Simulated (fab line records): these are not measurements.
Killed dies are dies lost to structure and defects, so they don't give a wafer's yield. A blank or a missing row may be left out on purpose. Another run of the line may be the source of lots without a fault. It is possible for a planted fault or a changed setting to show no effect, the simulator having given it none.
Chamber matching    flow n5-finfet    N5_BEOL_M1_ETCH_64 on rie-diel-03: 4 sister chambers
The step etches SOC in N2/H2, target depth 75 nm, overetch 15 nm, time 112.5 s. 18 wafers are shown with their chamber, then 9 later ones without.

## WAFERS PAIRED WITH THEIR CHAMBERS
wafer   chamber  drypump-motor-current-A (A)  showerhead-plenum-p-Torr (Torr)  throttle-valve-pct (%)
L074.1  3        5.6                          2.53                             17.83
L074.3  2        6.1                          2.63                             18.04
L074.4  1        6.1                          2.53                             17.80
L076.1  0        5.9                          2.58                             17.90
L076.2  3        5.7                          2.53                             17.84
L076.4  2        6.1                          2.62                             18.05
L077.1  2        6.1                          2.62                             18.06
L077.4  3        5.6                          2.53                             17.83
L077.5  0        5.9                          2.58                             17.91
L085.2  0        5.9                          2.58                             17.93
L085.3  2        6.1                          2.62                             18.07
L085.4  3        5.7                          2.52                             17.84
L086.1  3        5.7                          2.52                             17.85
L086.3  1        6.1                          2.53                             17.84
L086.5  1        6.1                          2.53                             17.83
L092.2  1        6.1                          2.52                             17.86
L092.4  3        5.6                          2.52                             17.86
L092.5  2        6.1                          2.62                             18.07

SIGNATURES (means of the wafers above)
reading                   chamber 0  chamber 1  chamber 2  chamber 3  scatter within a chamber
drypump-motor-current-A   5.900      6.100      6.100      5.650      0.0327
showerhead-plenum-p-Torr  2.5800     2.5275     2.6220     2.5250     0.00467
throttle-valve-pct        17.9133    17.8325    18.0580    17.8417    0.0163
Rule: a wafer lies at a distance from a chamber equal to the root of the sum of squares, over the readings, of (its reading less the chamber's mean, divided by the reading's scatter). If the next closest chamber is less than 2 further off than the closest, the wafer can't be placed; otherwise it belongs to the closest. The scatter: take each reading less its chamber's mean, square it, sum over the shown wafers, divide by the number of wafers less the number of chambers, and take the root.

## WAFERS MISSING THEIR CHAMBER
wafer   drypump-motor-current-A (A)  showerhead-plenum-p-Torr (Torr)  throttle-valve-pct (%)
L094.2  5.9                          2.57                             17.94
L094.3  5.6                          2.52                             17.88
L094.5  5.9                          2.57                             17.94
L096.2  5.6                          2.52                             17.87
L096.4  6.2                          2.61                             18.10
L096.5  6.1                          2.61                             18.10
L097.3  5.6                          2.52                             17.88
L097.5  5.9                          2.57                             17.93
L097.6  6.1                          2.52                             17.86

## EACH ONE'S CHAMBER
wafer   from the rows above  in truth
L094.2  0                    0
L094.3  3                    3
L094.5  0                    0
L096.2  3                    3
L096.4  2                    2
L096.5  2                    2
L097.3  3                    3
L097.5  0                    0
L097.6  1                    1
Correctly placed: 9 of 9. From these rows, 0 cannot be placed. Number placed wrongly: 0.
